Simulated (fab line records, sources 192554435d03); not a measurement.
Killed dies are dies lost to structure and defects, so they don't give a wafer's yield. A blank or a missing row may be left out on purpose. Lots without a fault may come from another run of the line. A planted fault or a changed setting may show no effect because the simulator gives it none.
A struck lot beside a sound one | flow n5_finfet | 21 steps out of a route of 1938
Sound: wafers L103.2, L103.3, L103.5. Struck: wafers L109.1, L109.3, L109.6. The cause comes at the end.
At each step with rows: each side's tool, then ch and its chambers, then its first start. Under that, the readings that differ: sound wafers | struck wafers | difference of the means | sigmas: that difference in standard deviations of wafers without a fault.
alike: readings whose means differ by less than 2 such deviations, and words and numbers that are the same on both sides. not compared: withheld readings, readings that some wafer has no value for, bounds like >300 that may hide the same value, and numbers for which the record gives no deviation and whose values overlap.
The two part at a step that has a row with sigmas, a row that says differs or no value, or rows on one side only. Numbers that don't overlap but have no deviation are shown without sigmas and don't part them. A reading that every wafer of one side lacks parts them only if that side has two wafers or more.

N5_PMOS_HMC_CHANNEL_EPI_ETCH_32: etches BARC in N2/H2, stops on SiO2, target depth 85.8 nm, time 50.3 s.
  sound on rie_diel-06 ch 0,1, day 2 17:19; struck on rie_diel-06 ch 1,2,3, day 4 06:45
  alike: drypump_motor_current_A, oes_product_au, rf_vpp_V, showerhead_plenum_p_Torr, throttle_valve_pct
  not compared: rf_hours_counter_h
N5_PMOS_HMC_CHANNEL_EPI_HM_OPEN_15: chemistry CHF3/O2, target SiO2, target depth 40.6 nm, time 20.3 s.
  sound on rie_diel-06 ch 0,1, day 2 17:21; struck on rie_diel-06 ch 1,2,3, day 4 06:47
  alike: drypump_motor_current_A, oes_product_au, rf_vpp_V, showerhead_plenum_p_Torr, throttle_valve_pct
  not compared: rf_hours_counter_h
N5_PMOS_HMC_CHANNEL_EPI_STRIP_33: strips in N2/H2.
  sound on rie_diel-06 ch 0,1, day 2 17:25; struck on rie_diel-06 ch 1,2,3, day 4 06:51
  alike: drypump_motor_current_A, oes_product_au, rf_vpp_V, showerhead_plenum_p_Torr, temp_c, throttle_valve_pct
  not compared: rf_hours_counter_h
then, 2 steps without rows for these wafers: N5_PMOS_HMC_CHANNEL_EPI_STRIP_17 (strips in SPM, time 750 s); N5_PMOS_HMC_CHANNEL_EPI_ETCH_38 (etches SiO2 in CF4, target depth 1.5 nm).
N5_PMOS_HMC_CHANNEL_EPI_FIN_RECESS_16: chemistry HBr/Cl2, target Si, target depth 54 nm, time 18 s.
  sound on rie_si-06 ch 0,1,2, day 2 17:45; struck on rie_si-05 ch 1,2, day 4 07:10
  alike: drypump_motor_current_A, oes_product_au, throttle_valve_pct
  not compared: rf_hours_counter_h
then, 6 steps without rows for these wafers: N5_PMOS_HMC_CHANNEL_EPI_PRECLEAN_36 (cleans in O3/DIW, time 45 s); N5_PMOS_HMC_CHANNEL_EPI_PRECLEAN_18 (cleans in DHF, time 30 s); N5_PMOS_HMC_CHANNEL_EPI_SRD_19 (time 30 s); N5_PMOS_HMC_CHANNEL_EPI_EPI_20 (deposits SiGe30, target thk 59 nm); N5_PMOS_HMC_CHANNEL_EPI_HM_STRIP_35 (strips SiO2 in dHF, material SiO2, target depth 39.6 nm, time 216 s); N5_PMOS_HMC_CHANNEL_EPI_SRD_39 (time 30 s).
N5_PMOS_HMC_CHANNEL_EPI_CMP_21: polishes SiGe30, target thk 54 nm.
  sound on cmp-03 ch 1,2,3, day 2 20:54; struck on cmp-01 ch 1,2,3, day 4 08:43
  no value came back on the struck wafers for edge_zone_pressure_frac, motor_current_A (A); on the sound wafers edge_zone_pressure_frac reads 0.997 1.002 1.003
  reading                                                 | sound             | struck            | difference | sigmas
  model.SiGe30_of_PMOS_HMC_CHANNEL_EPI_EPI_20.thk_nm (nm) | 54.01 53.96 54.18 | 59.48 59.28 59.19 | +5.27      |
N5_PMOS_HMC_CHANNEL_EPI_THK_MEAS_22:
  sound on film_metro-02, day 2 21:12; struck on film_metro-02, day 4 08:58
  reading          | sound          | struck         | difference | sigmas
  HMC_CMP_THK (nm) | 52.9 53.0 53.4 | 59.5 59.2 59.2 | +6.2       | +8
then, 1 step without rows for these wafers: N5_PMOS_HMC_CHANNEL_EPI_PRECLEAN_40 (cleans in DHF, time 30 s).
N5_PMOS_HMC_CHANNEL_EPI_PRECLEAN_37: cleans in O3/DIW, time 45 s.
  sound on wet_bench-04 ch 4,5,6, day 2 21:14; struck on wet_bench-05 ch 0,4,6, day 4 09:01
  reading                                                 | sound            | struck            | difference | sigmas
  model.SiGe30_of_PMOS_HMC_CHANNEL_EPI_EPI_20.thk_nm (nm) | 53.3 53.25 53.48 | 58.75 58.55 58.47 | +5.25      |
  alike: bath_heat_duty_pct, temp_c
then, 2 steps without rows for these wafers: N5_PMOS_HMC_CHANNEL_EPI_PRECLEAN_24 (cleans in DHF, time 30 s); N5_PMOS_HMC_CHANNEL_EPI_SRD_25 (time 30 s).
N5_PMOS_HMC_CHANNEL_EPI_EPI_26: deposits Si from SiH4/H2, target thk 3.8 nm, time 22.7 s.
  sound on epi_rpcvd-01 ch 0, day 2 21:26; struck on epi_rpcvd-03 ch 0, day 4 09:05
  alike: susceptor_temp_C_max, throttle_valve_pct
N5_PMOS_HMC_CHANNEL_EPI_INSPECT_30: inspects for defects (darkfield).
  sound on defect_inspect-02, day 2 22:05; struck on defect_inspect-02, day 4 09:27
  reading          | sound    | struck   | difference | sigmas
  raw_defect_count | 23 20 24 | 42 73 38 | +29        | +5
N5_BEOL_M4_RC_MEAS_101:
  the record has rows for the sound wafers here (prober-01 ch 0, day 10 13:19) and none for the struck ones

WHERE THEY PART
First at N5_PMOS_HMC_CHANNEL_EPI_CMP_21; last, within this record, at N5_BEOL_M4_RC_MEAS_101.

WHY: what the simulator had put in
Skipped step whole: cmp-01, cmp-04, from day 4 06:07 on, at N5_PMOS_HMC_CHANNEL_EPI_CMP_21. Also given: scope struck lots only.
